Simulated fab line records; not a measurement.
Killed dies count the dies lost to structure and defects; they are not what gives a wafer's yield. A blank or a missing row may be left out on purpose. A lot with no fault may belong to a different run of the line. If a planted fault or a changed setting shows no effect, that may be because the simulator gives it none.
A struck lot beside a sound one | flow n5Finfet | 22 steps out of a route of 1938
Sound: these wafers, L143.1, L143.2, L143.3. Struck: wafer L151.1; the same lot's L151.6 was not struck, so it is left out; see the end for the cause.
Order at every step that has rows: each side's tool, ch and its chambers, its first start. Under that, the readings that differ: sound wafers | struck wafers | difference of the means | sigmas: that difference in standard deviations of wafers without a fault.
alike: words and numbers the same on both sides, and readings whose means are apart by under 2 such deviations; not compared: readings that were withheld, readings missing a value for some wafer, numbers with overlapping values and no deviation given by the record, and bounds like >300 which may hide the same value.
Wherever a step has rows on one side only, a row that says differs or no value, or a row with sigmas, the two part there. Numbers that don't overlap but have no deviation are shown without sigmas and don't part them. A reading that every wafer of one side lacks parts them only if that side has two wafers or more.

first, 6 steps without rows for these wafers: N5_BEOL_M3_COAT_05 (resist thk 30 nm); N5_BEOL_M3_EBR_07; N5_BEOL_M3_SOFTBAKE_06 (time 60 s); N5_BEOL_M3_EXPOSE_08 (exposes mask M3); N5_BEOL_M3_PEB_09 (peb time 60 s); N5_BEOL_M3_DEVELOP_10 (develop time 30 s).
N5_BEOL_M3_CD_MEAS_11 targets a cd of 17.05 nm.
  sound on cdSem-03 ch 0, day 7 11:28; struck on cdSem-01 ch 0, day 9 09:37
reading   | sound             | struck | difference | sigmas
cdNm (nm) | 16.83 16.76 16.52 | 17.30  | +0.60      | +2
N5_BEOL_M3_OVL_MEAS_12:
  sound on overlay-02 ch 0, day 7 11:30; struck on overlay-02 ch 0, day 9 09:39
  alike: M3_OVL
N5_BEOL_M3_INSPECT_13: inspects for defects (brightfield).
  sound on defectInspect-01 at day 7 11:34; struck on defectInspect-02 at day 9 09:42
  alike: rawDefectCount
N5_BEOL_M3_DESCUM_16: chemistry O2, time 7 s.
  sound on rieDiel-03 ch 0,1,3, day 7 11:36; struck on rieDiel-03 ch 1, day 9 09:56
  alike: drypumpMotorCurrentA, oesProductAu, rfFwdPowerW, rfVppV, showerheadPlenumPTorr, throttleValvePct
  not compared: rfHoursCounterH
N5_BEOL_M3_ETCH_74: etches underlayer in N2/H2, target depth 6.5 nm, time 5.2 s.
  sound on rieDiel-03 ch 0,1,3, day 7 11:38; struck on rieDiel-03 ch 1, day 9 09:59
reading         | sound             | struck | difference | sigmas
rfFwdPowerW (W) | 817.6 813.9 814.6 | 820.2  | +4.8       | +2
  alike: drypumpMotorCurrentA, etchRfOnTimeS, oesProductAu, rfVppV, showerheadPlenumPTorr, throttleValvePct
  not compared: rfHoursCounterH
N5_BEOL_M3_ETCH_63: etches SiARC in CF4, target depth 15.6 nm, time 26 s.
  sound on rieDiel-03 ch 0,1,3, day 7 11:39; struck on rieDiel-03 ch 1, day 9 09:59
  alike: drypumpMotorCurrentA, etchRfOnTimeS, mfcArSccm, oesProductAu, rfFwdPowerW, rfVppV, showerheadPlenumPTorr, throttleValvePct
  not compared: rfHoursCounterH
N5_BEOL_M3_ETCH_64: etches SOC in N2/H2, target depth 75 nm, overetch 15 nm, time 112.5 s.
  sound on rieDiel-03 ch 0,1,3, day 7 11:41; struck on rieDiel-03 ch 1, day 9 10:01
reading                                   | sound       | struck | difference | sigmas
model.SiARC_of_BEOL_M3_COAT_62.thkNm (nm) | 6.8 7.2 6.6 | 5      | -2         | 
model.BEOL_M3.cdOffsetNm (nm)             | 0 0 -0.4    | 0.8    | +0.9       | 
  alike: drypumpMotorCurrentA, oesProductAu, rfFwdPowerW, rfVppV, showerheadPlenumPTorr, throttleValvePct
  not compared: rfHoursCounterH
then, 2 steps without rows for these wafers: N5_BEOL_M3_STRIP_65 (strips in N2/H2); N5_BEOL_M3_STRIP_75 (strips in N2/H2).
N5_BEOL_M3_STRIP_66: strips in CF4.
  sound on rieDiel-03 ch 0,1,3, day 7 11:49; struck on rieDiel-03 ch 1, day 9 10:09
  alike: drypumpMotorCurrentA, oesProductAu, rfFwdPowerW, rfVppV, showerheadPlenumPTorr, throttleValvePct
  not compared: rfHoursCounterH
N5_BEOL_M3_HM_OPEN_17: chemistry Cl2/BCl3, target TiN, target depth 20 nm, overetch 6 nm.
  sound on rieMetal-01 ch 0,1, day 7 11:51; struck on rieMetal-01 ch 1, day 9 10:11
reading                       | sound      | struck | difference | sigmas
model.BEOL_M3.cdOffsetNm (nm) | 0.2 0 -0.6 | 0.8    | +0.9       | 
  alike: bcl3FlowSccm, drypumpMotorCurrentA, mfcArSccm, oesProductAu, rfFwdPowerW, throttleValvePct
  not compared: rfHoursCounterH
N5_BEOL_M3_STRIP_19: strips in O2.
  sound on rieDiel-05 ch 0,2,3, day 7 11:58; struck on rieDiel-06 ch 2, day 9 10:21
reading    | sound       | struck | difference | sigmas
rfVppV (V) | 3.1 3.4 4.0 | 2.5    | -1.0       | -2
  alike: drypumpMotorCurrentA, oesProductAu, showerheadPlenumPTorr, throttleValvePct
  not compared: rfHoursCounterH
N5_BEOL_M3_CD_MEAS_18: pitch 36 nm, target cd 18 nm.
  sound on cdSem-02 at day 7 12:02; struck on cdSem-03 at day 9 10:26
reading   | sound          | struck | difference | sigmas
cdNm (nm) | 18.3 17.8 17.6 | 19.0   | +1.1       | +4
then, 1 step without rows for these wafers: N5_BEOL_M3_COAT_67 (time 60 s, resist thk 60 nm).
N5_BEOL_M4_RC_MEAS_101:
  sound on prober-01 ch 0, day 8 22:22; struck on prober-02 ch 0, day 10 17:37
  alike: DIBL_N, DIBL_P, IOFF_N, IOFF_P, ION_N, ION_P, SS_N, SS_P, VT_N, VT_P
N5_PASSIVATION_PROBE_49:
  sound wafers here have rows in the record (prober-01, day 12 23:56); struck ones have none

== WHERE THEY PART ==
First at N5_BEOL_M3_CD_MEAS_11; last, within this record, at N5_PASSIVATION_PROBE_49.

WHY: the cause the simulator had injected
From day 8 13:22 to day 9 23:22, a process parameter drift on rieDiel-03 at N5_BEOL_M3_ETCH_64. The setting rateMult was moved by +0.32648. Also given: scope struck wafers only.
